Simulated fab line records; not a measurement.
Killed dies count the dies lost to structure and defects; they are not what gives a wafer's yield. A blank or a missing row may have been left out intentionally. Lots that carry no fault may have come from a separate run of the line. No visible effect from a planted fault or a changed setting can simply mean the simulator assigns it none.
fab line records	flow nand_harc
[record] lots = 14	wafers = 42	last_day = 24
route steps=1159 shown P_M1@299 P_M2@318
lots untouched by any fault: they come from a run of this same line in which no faults occurred
start_h: start of the lot's first displayed wafer, in hours after the record's first day	wait_h: hours elapsed since this lot's preceding step	" same as the row above	L1.1+2: a single row standing in for several wafers	- value missing, or start not given	* or withheld: withheld	< > ~ a bound
route shown NAME@n: names a module that has steps shown in the file, with the first one's number in the route	usual: mean and standard deviation over wafers with no fault	same: alike in all rows	chamber/n: place in a boat	sites: readings site by site	_std_site: how widely they spread, as a standard deviation	_edge_site: mean of outer sites minus mean of inner sites	radius_mm: how far each site lies from the wafer's centre	mask NAME#n: copy n	behind: tool/chamber where the wafer was last shaped	hold: why the lot was held/for how many hours/how that ended	device: whichever transistor did not switch (one of n, p or np)	end of line: tests run on the same wafers once the route is complete	a step without rows: its recipe alone	killed: not the wafer's yield, but the dies lost to structure and defects at the first sort	map: shows each die of a wafer: x if killed, . if not, _ if none is there
set.NAME: the run value of the setting; set.NAME@STEP: its run value at that earlier step	model.NAME: the simulator's own value behind a step, which no gauge read
a sample of lots followed through the steps of the route, with each step as a table and each wafer as a row
services: the hour from which a tool's chamber was out of use, counted from the record's first day as start_h (under 0 if before that day), plus the number of hours and why
[[steps]]
[step NHARC_P_M1_ETCH_35]
[recipe] target_depth_a = 400	overetch_a = 120	time_s = 43.94	ion_energy_ev = 200	n2_flow_sccm = 150	h2_flow_sccm = 150	ar_flow_sccm = 0	rf_w = 400	bias_w = 150	chemistry = N2/H2
[usual] chamber_pressure_mTorr = 30.001/0.024	drypump_motor_current_A = 5.9/0.31	n2_flow_sccm = 150.0/0.47	oes_product_au = 0.997/0.013	rf_vpp_V = 430.5/2.2	showerhead_plenum_p_Torr = 2.03/0.075	throttle_valve_pct = 14.170/0.0091
lot.wafer	tool	chamber	start_h	wait_h	chamber_pressure_mTorr	drypump_motor_current_A	n2_flow_sccm	oes_product_au	rf_hours_counter_h	rf_vpp_V	showerhead_plenum_p_Torr	throttle_valve_pct
L697.3	rie_diel-10	2	132.23	0.1	29.987	6.1	150.9	1.001	3	430.2	1.97	14.168
L697.1	"	0	"	"	30.041	5.2	150.3	1.007	3	434.0	2.14	14.169
L697.6	"	2	"	"	30.048	6.1	150.4	0.994	-	428.8	1.97	14.169
L700.1	rie_diel-09	2	144.89	0.1	30.019	6.1	150.5	0.991	5	425.1	1.90	14.168
L700.4	"	0	"	"	30.009	6.5	150.3	1.022	4	427.8	1.94	14.162
L700.5	"	1	"	"	30.028	6.2	150.1	0.996	-	433.9	2.15	14.179
L699.3	rie_diel-10	3	145.63	0.1	30.000	6.0	149.9	0.981	2	431.2	2.05	14.158
L699.5	"	1	"	"	30.018	5.8	149.9	0.981	-	432.5	2.04	14.166
L699.6	"	2	"	"	30.003	6.1	150.4	0.990	-	430.2	1.97	14.177
L701.4	rie_diel-10	2	149.25	0.1	30.001	6.0	149.7	1.004	4	428.2	1.97	14.166
L701.6	"	2	"	"	29.977	6.1	150.2	0.992	-	430.1	1.97	14.168
L701.5	"	3	"	"	29.980	6.0	149.7	0.980	-	430.1	2.05	14.179
L702.4	rie_diel-01	0	154.36	0.1	29.985	5.7	150.0	1.027	0	432.0	2.14	14.163
L702.2	"	3	"	"	30.023	5.8	149.5	0.993	0	429.9	2.03	14.182
L702.5	"	1	"	"	30.005	5.8	150.0	1.001	-	429.9	2.00	14.163
L703.2	rie_diel-01	1	163.37	0.1	30.023	5.8	149.8	0.999	1	429.7	2.00	14.192
L703.6	"	1	"	"	29.992	5.8	149.3	0.996	-	430.1	2.00	14.166
L703.5	"	2	"	"	29.944	5.9	149.9	1.009	-	430.8	2.01	14.170
L711.3	rie_diel-10	0	210.90	0.1	30.017	5.2	149.7	1.007	1	433.0	2.14	14.159
L711.4	"	2	"	"	29.970	6.0	150.3	0.986	1	428.5	1.97	14.167
L711.5	"	1	"	"	30.044	5.8	149.7	0.998	-	431.3	2.04	14.193
L712.1	rie_diel-01	1	218.64	0.1	30.002	5.8	149.6	0.986	4	430.1	2.00	14.176
L712.3	"	3	"	"	30.009	5.8	150.3	0.993	4	430.5	2.03	14.164
L712.5	"	0	"	"	30.001	5.7	149.5	1.012	-	434.5	2.14	14.172
L715.4	rie_diel-10	3	233.90	0.1	30.022	6.0	149.5	1.010	1	430.5	2.05	14.171
L715.3	"	0	"	"	29.963	5.2	150.3	0.995	1	431.5	2.14	14.163
L715.6	"	2	"	"	29.993	6.1	150.0	0.989	-	429.9	1.97	14.167
L714.2	rie_diel-09	3	238.63	0.1	29.984	5.7	150.4	0.967	10	432.9	2.09	14.178
L714.1	"	0	"	"	30.026	6.5	150.0	1.007	10	427.7	1.94	14.179
L714.6	"	1	"	"	29.979	6.2	149.3	1.000	-	433.3	2.15	14.175
L716.1	rie_diel-09	1	239.09	0.1	30.007	6.2	150.1	0.982	11	434.5	2.15	14.166
L716.3	"	2	"	"	29.994	6.1	149.5	0.982	11	426.0	1.90	14.177
L716.6	"	3	"	"	30.006	5.7	149.7	0.967	-	432.5	2.09	14.167
L718.1	rie_diel-01	0	247.70	0.1	29.984	5.7	151.0	1.017	6	433.8	2.13	14.167
L718.2	"	1	"	"	30.032	5.8	150.2	0.983	7	428.5	2.00	14.170
L718.5	"	2	"	"	29.974	5.9	150.2	0.994	-	430.9	2.01	14.176
L717.4	rie_diel-10	0	247.74	0.1	30.007	5.2	149.6	0.996	2	432.9	2.14	14.176
L717.6	"	1	"	"	29.960	5.8	150.0	0.996	-	429.4	2.04	14.166
L717.5	"	2	"	"	29.999	6.1	150.2	0.982	-	430.1	1.97	14.150
L719.2	rie_diel-01	3	255.03	0.1	30.025	5.8	149.6	0.985	7	429.8	2.02	14.167
L719.1	"	1	"	"	29.980	5.8	150.3	0.975	8	429.7	2.00	14.151
L719.5	"	2	"	"	30.020	5.9	150.2	0.991	-	429.3	2.01	14.176
[step NHARC_P_M1_STRIP_18]
[recipe] power_w = 1000	n2_flow_sccm = 150	h2_flow_sccm = 150	ar_flow_sccm = 0	bias_w = 0	chemistry = N2/H2
[usual] chamber_pressure_mTorr = 30.002/0.029	drypump_motor_current_A = 5.9/0.3	n2_flow_sccm = 150.0/0.47	oes_product_au = 0.996/0.013	rf_vpp_V = 90.6/0.92	showerhead_plenum_p_Torr = 2.03/0.073	throttle_valve_pct = 14.171/0.0082
lot.wafer	tool	chamber	start_h	wait_h	chamber_pressure_mTorr	drypump_motor_current_A	n2_flow_sccm	oes_product_au	rf_hours_counter_h	rf_vpp_V	showerhead_plenum_p_Torr	throttle_valve_pct
L697.3	rie_diel-09	2	132.55	0.1	30.000	6.1	150.4	1.005	4.6	90.5	1.90	14.178
L697.1	"	0	"	"	30.000	6.5	150.1	1.024	3.3	90.2	1.94	14.174
L697.6	"	1	"	"	30.017	6.3	149.8	0.984	-	91.9	2.15	14.165
L700.4	rie_diel-10	2	145.18	0.1	29.993	6.1	149.8	1.001	3.2	90.2	1.97	14.163
L700.1	"	0	"	"	30.029	5.2	149.5	1.008	3.0	91.0	2.14	14.186
L700.5	"	3	"	"	29.983	6.1	149.8	0.971	-	89.7	2.05	14.165
L699.3	rie_diel-10	1	145.91	0.1	30.003	5.8	150.9	0.988	3.3	90.1	2.04	14.150
L699.6	"	1	"	"	29.965	5.8	149.8	0.997	-	89.9	2.04	14.168
L699.5	"	2	"	"	29.977	6.1	150.0	1.001	-	90.7	1.97	14.174
L701.4	rie_diel-10	0	149.54	0.1	29.953	5.2	150.8	1.010	3.2	91.3	2.14	14.172
L701.5	"	0	"	"	30.022	5.2	149.8	1.002	-	91.5	2.14	14.169
L701.6	"	1	"	"	30.056	5.8	149.8	0.981	-	90.1	2.04	14.184
L702.2	rie_diel-10	2	154.65	0.1	29.995	6.1	149.8	0.994	3.7	90.5	1.97	14.174
L702.4	"	3	"	"	29.972	6.0	150.2	0.980	2.5	91.3	2.05	14.173
L702.5	"	2	"	"	29.974	6.1	150.4	0.990	-	90.5	1.97	14.165
L703.2	rie_diel-10	2	163.67	0.1	29.956	6.1	149.9	0.988	3.9	90.8	1.97	14.164
L703.5	"	2	"	"	29.996	6.1	149.9	0.996	-	90.2	1.97	14.172
L703.6	"	1	"	"	29.982	5.7	150.1	0.970	-	90.5	2.04	14.157
L711.3	rie_diel-01	2	211.24	0.1	30.011	5.9	150.0	1.002	3.6	90.9	2.01	14.182
L711.4	"	0	"	"	29.985	5.7	149.6	1.011	3.4	91.8	2.14	14.185
L711.5	"	1	"	"	29.963	5.8	149.7	0.986	-	88.9	2.00	14.182
L712.3	rie_diel-09	3	218.97	0.1	30.037	5.7	148.9	0.980	9.3	91.0	2.09	14.169
L712.1	"	0	"	"	29.945	6.5	150.4	1.015	10.0	90.6	1.94	14.161
L712.5	"	2	"	"	29.962	6.1	151.1	0.986	-	88.7	1.90	14.183
L715.4	rie_diel-01	2	234.19	0.1	29.952	5.9	149.9	1.000	6.4	92.4	2.01	14.157
L715.3	"	1	"	"	30.029	5.8	149.6	0.997	6.5	90.2	2.00	14.176
L715.6	"	2	"	"	29.976	5.9	150.1	1.009	-	90.0	2.01	14.182
L714.2	rie_diel-10	3	238.94	0.1	30.006	6.0	150.3	1.010	1.2	88.7	2.05	14.164
L714.1	"	1	"	"	29.989	5.8	150.0	0.991	1.4	90.0	2.04	14.170
L714.6	"	3	"	"	30.009	6.0	149.2	1.004	-	91.6	2.05	14.162
L716.1	rie_diel-10	3	239.39	0.1	30.004	6.0	149.1	1.010	1.3	91.8	2.05	14.178
L716.3	"	0	"	"	30.007	5.2	149.8	1.002	1.3	92.1	2.14	14.177
L716.6	"	2	"	"	30.035	6.1	150.5	0.979	-	91.1	1.97	14.164
L718.2	rie_diel-09	3	247.99	0.1	29.964	5.7	150.4	0.990	10.6	90.3	2.09	14.174
L718.1	"	2	"	"	30.008	6.1	149.4	0.996	12.2	89.3	1.90	14.178
L718.5	"	0	"	"	30.000	6.5	149.6	1.016	-	89.5	1.94	14.171
L717.4	rie_diel-01	3	248.04	0.1	30.002	5.8	150.8	0.999	6.3	90.4	2.02	14.168
L717.5	"	2	"	"	30.001	5.9	149.4	0.999	-	90.5	2.01	14.172
L717.6	"	3	"	"	29.997	5.8	150.1	0.987	-	89.4	2.02	14.169
L719.2	rie_diel-10	2	255.32	0.1	30.015	6.1	149.6	0.997	1.9	89.6	1.97	14.167
L719.1	"	0	"	"	29.996	5.2	150.4	1.006	1.7	91.2	2.14	14.163
L719.5	"	3	"	"	30.007	6.0	150.3	1.006	-	92.7	2.05	14.184
[step NHARC_P_M1_PRE_CLEAN_30]
[recipe] time_s = 30	temp_c = 280	gas = H2/He
[usual] heater_power_w = 380/35
lot.wafer	tool	chamber	start_h	wait_h	heater_power_w
L697.3	pvd_sputter-02	-	-	-	343
L697.1	"	-	"	"	414
L697.6	"	-	"	"	422
L700.4	pvd_sputter-02	-	-	-	345
L700.1	"	-	"	"	362
L700.5	"	-	"	"	419
L699.3	pvd_sputter-02	-	-	-	421
L699.5	"	-	"	"	367
L699.6	"	-	"	"	342
L701.4	pvd_sputter-01	-	-	-	346
L701.6	"	-	"	"	339
L701.5	"	-	"	"	489
L702.2	pvd_sputter-03	-	-	-	354
L702.4	"	-	"	"	384
L702.5	"	-	"	"	399
L703.2	pvd_sputter-02	-	-	-	348
L703.5	"	-	"	"	364
L703.6	"	-	"	"	378
L711.3	pvd_sputter-03	-	-	-	398
L711.4	"	-	"	"	400
L711.5	"	-	"	"	417
L712.3	pvd_sputter-03	-	-	-	375
L712.1	"	-	"	"	406
L712.5	"	-	"	"	379
L715.4	pvd_sputter-01	-	-	-	366
L715.3	"	-	"	"	342
L715.6	"	-	"	"	322
L714.1	pvd_sputter-03	-	-	-	400
L714.2	"	-	"	"	381
L714.6	"	-	"	"	403
L716.3	pvd_sputter-03	-	-	-	401
L716.1	"	-	"	"	379
L716.6	"	-	"	"	352
L718.2	pvd_sputter-02	-	-	-	372
L718.1	"	-	"	"	411
L718.5	"	-	"	"	350
L717.4	pvd_sputter-03	-	-	-	379
L717.5	"	-	"	"	347
L717.6	"	-	"	"	389
L719.1	pvd_sputter-03	-	-	-	347
L719.2	"	-	"	"	403
L719.5	"	-	"	"	388
[step NHARC_P_M2_DEP_00]
[recipe] target_thk_a = 1825	target_thk_nm = 182.5	temp_c = withheld	pressure_torr = 5	flow_sccm = 200	rf_w = 600	material = SiOC
[usual] chamber_pressure_Torr = 5.001/0.01	rf_fwd_power_W = 598.8/1.8
lot.wafer	tool	chamber	start_h	wait_h	chamber_pressure_Torr	rf_fwd_power_W
L697.3	pecvd-02	1	135.35	-	5.009	598.0
L697.1	"	2	"	"	5.000	598.2
L697.6	"	1	"	"	5.001	597.5
L700.1	pecvd-04	2	147.95	-	4.996	599.1
L700.5	"	2	"	"	4.999	592.7
L700.4	"	0	"	"	5.007	600.4
L699.3	pecvd-01	0	148.92	-	4.999	602.2
L699.6	"	2	"	"	4.985	601.1
L699.5	"	0	"	"	5.001	600.4
L701.4	pecvd-01	0	153.24	-	4.982	601.1
L701.5	"	1	"	"	4.976	598.4
L701.6	"	2	"	"	4.988	600.4
L702.2	pecvd-04	0	157.91	-	5.000	599.3
L702.4	"	1	"	"	4.994	598.0
L702.5	"	2	"	"	4.973	600.0
L703.2	pecvd-01	0	166.87	-	5.010	599.9
L703.5	"	1	"	"	5.002	598.2
L703.6	"	2	"	"	5.002	597.1
L711.3	pecvd-01	2	213.96	-	-	-
L711.4	"	2	"	"	-	-
L711.5	"	1	"	"	-	-
L712.1	pecvd-01	0	221.70	-	-	-
L712.3	"	1	"	"	-	-
L712.5	"	1	"	"	-	-
L715.3	pecvd-04	1	237.17	-	4.995	598.3
L715.4	"	0	"	"	4.999	602.0
L715.6	"	2	"	"	4.996	597.1
L714.2	pecvd-04	1	241.69	-	4.996	597.7
L714.1	"	2	"	"	5.001	600.4
L714.6	"	2	"	"	5.012	599.0
L716.3	pecvd-04	1	242.39	-	5.000	601.5
L716.1	"	2	"	"	5.007	597.9
L716.6	"	1	"	"	5.000	600.4
L718.1	pecvd-01	0	251.04	-	4.986	599.0
L718.2	"	1	"	"	5.005	600.1
L718.5	"	1	"	"	4.996	600.3
L717.6	pecvd-01	2	251.45	-	4.997	602.3
L717.4	"	0	"	"	4.998	596.5
L717.5	"	1	"	"	4.998	597.6
L719.1	pecvd-01	0	258.10	-	4.998	596.7
L719.2	"	1	"	"	4.983	598.1
L719.5	"	2	"	"	5.019	597.9
[[services]]
tool	chamber	start_h	hours	kind
pecvd-04	1	108.37	30.6	repair
rie_diel-10	0	110.45	6.6	repair
pecvd-02	1	117.31	6.2	repair
rie_diel-10	0	120.15	7.5	repair
rie_diel-01	-	137.80	9.0	pm
pvd_sputter-02	-	148.48	3.7	repair
pecvd-02	-	153.19	13.0	pm
rie_diel-10	3	154.93	8.9	repair
pvd_sputter-01	-	158.00	10.0	pm
rie_diel-10	0	163.63	8.3	repair
rie_diel-01	0	165.29	8.6	repair
rie_diel-01	-	168.63	0.4	repair
rie_diel-09	3	171.17	6.7	repair
pvd_sputter-03	-	176.10	4.3	repair
rie_diel-10	-	176.50	9.0	pm
rie_diel-09	-	177.28	1.7	repair
rie_diel-09	3	179.97	3.6	repair
pvd_sputter-03	-	184.20	6.2	repair
pecvd-04	-	195.04	13.0	pm
pvd_sputter-02	-	214.00	10.0	pm
pecvd-01	-	237.00	13.0	pm
pvd_sputter-02	-	241.48	1.1	repair
pvd_sputter-01	-	248.87	13.3	repair
rie_diel-09	-	254.10	9.0	pm
[[key]]
[first_sign] step = NHARC_P_M2_DEP_00	reading = tool_record	direction = missing
effect none on later readings
met_at NHARC_P_M2_DEP_00
struck_lots L711,L712
later_rows_left_out L711.3,L711.4,L711.5,L712.1,L712.3,L712.5
sort_left_out L711.3,L711.4,L711.5,L712.1,L712.3,L712.5
not_acting_at NHARC_P_M1_ETCH_35,NHARC_P_M1_STRIP_18,NHARC_P_M1_PRE_CLEAN_30
onset_between 166.87 213.96
[fault] kind = skipped_step_whole	tool = pecvd-01	chamber = -	onset_h = 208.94	steps = NHARC_P_M2_DEP_00	scope = struck_lots_only
// sort_left_out: the simulated sort isn't trusted on such a fault, so these wafers' sort isn't shown, and their yield isn't known
// later_rows_left_out: the simulator's readings of these wafers behind a module that went badly wrong aren't trusted and aren't shown, but for the sort
